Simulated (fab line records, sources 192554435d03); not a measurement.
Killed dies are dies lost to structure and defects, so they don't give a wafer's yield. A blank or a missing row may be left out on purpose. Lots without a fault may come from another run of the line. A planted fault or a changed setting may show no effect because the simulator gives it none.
One fault seen from 2 desks | flow n5_finfet | each desk has only its own numbers; what lay behind them comes last

THE DEFECT DESK
What the inspections along the route counted, lot by lot: means of the sampled wafers that have a number. A lot is out of limits, marked OUT, if its mean lies more than 4 standard deviations from the usual mean; the brackets give that distance.
Columns: A = raw_defect_count at N5_BEOL_M5_INSPECT_58, usual 78; B = raw_defect_count at N5_BEOL_M6_INSPECT_13, usual 457
lot  | first seen here | A             | B
L564 | day 9 23:06     | 56            | 316
L566 | day 10 12:35    | 50            | 366
L568 | day 11 06:02    | 353 (+11) OUT | 797
L569 | day 11 11:47    | 71            | 363
L576 | day 12 02:19    | 132           | 548
L577 | day 13 04:11    | 71            | 405
L578 | day 13 09:09    | 78            | 400
L580 | day 13 23:24    | 70            | 499
L582 | day 14 04:59    | 39            | 442
L583 | day 14 11:22    | 83            | 420
L584 | day 14 14:44    | 90            | 405
This desk's finding: out of limits on L568; first on L568, day 11 06:02 (raw_defect_count at N5_BEOL_M5_INSPECT_58). In limits: L564, L566, L569, L576, L577, L578, L580, L582, L583, L584.

THE TOOL OWNER'S DESK: cmp-03
The tool's own readings at N5_BEOL_M5_CMP_52 (polishes, stops on SiCOH lowk, t overpolish 6.9 s, target thk 62 nm): means of the sampled wafers that have a number, for each lot that ran on this tool. A lot is out of limits, marked OUT, if its mean lies more than 4 standard deviations from the usual mean; the brackets give that distance.
Columns: A = barrier_field_endpoint_s at N5_BEOL_M5_CMP_52, usual 24.8 s; B = motor_current_A at N5_BEOL_M5_CMP_52, usual 5.9 A; C = overpolish_run_s at N5_BEOL_M5_CMP_52, usual 6.899 s; D = time_to_endpoint_s at N5_BEOL_M5_CMP_52, usual 63.0 s
lot  | first seen here | A    | B   | C     | D
L564 | day 9 22:31     | 25.2 | 6.6 | 6.893 | 63.9
L568 | day 11 05:13    | 25.2 | 4.7 | 6.896 | 64.1
L584 | day 14 14:16    | 25.9 | 5.3 | 6.895 | 65.4
This desk's finding: nothing out of limits on any of the 3 lots.

PUT TOGETHER
The defect desk could have raised an alarm at day 11 06:02, on L568.
The tool owner's desk saw nothing out of limits.
The tool owner's desk has L568 on record, within its limits.
Of the lots named, all ran N5_BEOL_M5_CMP_52 on cmp-03.

WHAT THE SIMULATOR HAD PUT IN
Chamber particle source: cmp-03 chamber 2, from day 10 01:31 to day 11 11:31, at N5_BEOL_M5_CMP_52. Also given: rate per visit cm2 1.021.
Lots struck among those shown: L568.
Hours from the fault's start to each desk's first reading out of limits: the defect desk, 29.
